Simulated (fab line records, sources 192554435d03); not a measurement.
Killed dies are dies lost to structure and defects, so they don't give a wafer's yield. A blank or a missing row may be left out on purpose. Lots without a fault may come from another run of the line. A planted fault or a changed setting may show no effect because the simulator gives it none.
Chamber matching | flow n5_finfet | N5_BEOL_M7_ETCH_65 on rie_diel-06: 4 sister chambers
The step etches SiARC in CF4, target depth 15.6 nm, time 26 s. 4 wafers are shown with their chamber, then 10 later ones without.

WAFERS WITH THEIR CHAMBER
wafer  | chamber | showerhead_plenum_p_Torr (Torr)
L080.3 | 0       | 2.17
L086.2 | 2       | 2.14
L090.1 | 3       | 2.25
L090.3 | 1       | 2.10

WAFERS WITHOUT THEIR CHAMBER
wafer  | showerhead_plenum_p_Torr (Torr)
L090.5 | 2.16
L091.2 | 2.10
L091.4 | 2.14
L091.6 | 2.16
L094.1 | 2.09
L094.5 | 2.16
L094.6 | 2.24
L097.3 | 2.24
L097.5 | 2.24
L097.6 | 2.16

WHICH CHAMBER EACH WENT THROUGH
wafer  | from the rows above     | in truth
L090.5 | can't be placed: 0 or 2 | 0
L091.2 | 1                       | 1
L091.4 | 2                       | 2
L091.6 | can't be placed: 0 or 2 | 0
L094.1 | 1                       | 1
L094.5 | can't be placed: 0 or 2 | 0
L094.6 | 3                       | 3
L097.3 | 3                       | 3
L097.5 | 3                       | 3
L097.6 | can't be placed: 0 or 2 | 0
Placed correctly: 6 of 10. Can't be placed from these rows: 4 (the true chamber is among the candidates in 4). Placed wrongly: 0.
How it was worked out, from the rows above alone: a wafer's distance from a chamber is the root of the sum, over the readings, of the square of ((its reading less the chamber's mean) divided by the reading's scatter). The wafer belongs to the nearest chamber; if the next one is less than 2 further off, it can't be placed. A chamber's mean is the mean of its shown wafers. The scatter: with one shown wafer a chamber, the root of the mean of the squares of how far each hidden wafer lies from its nearest shown one.
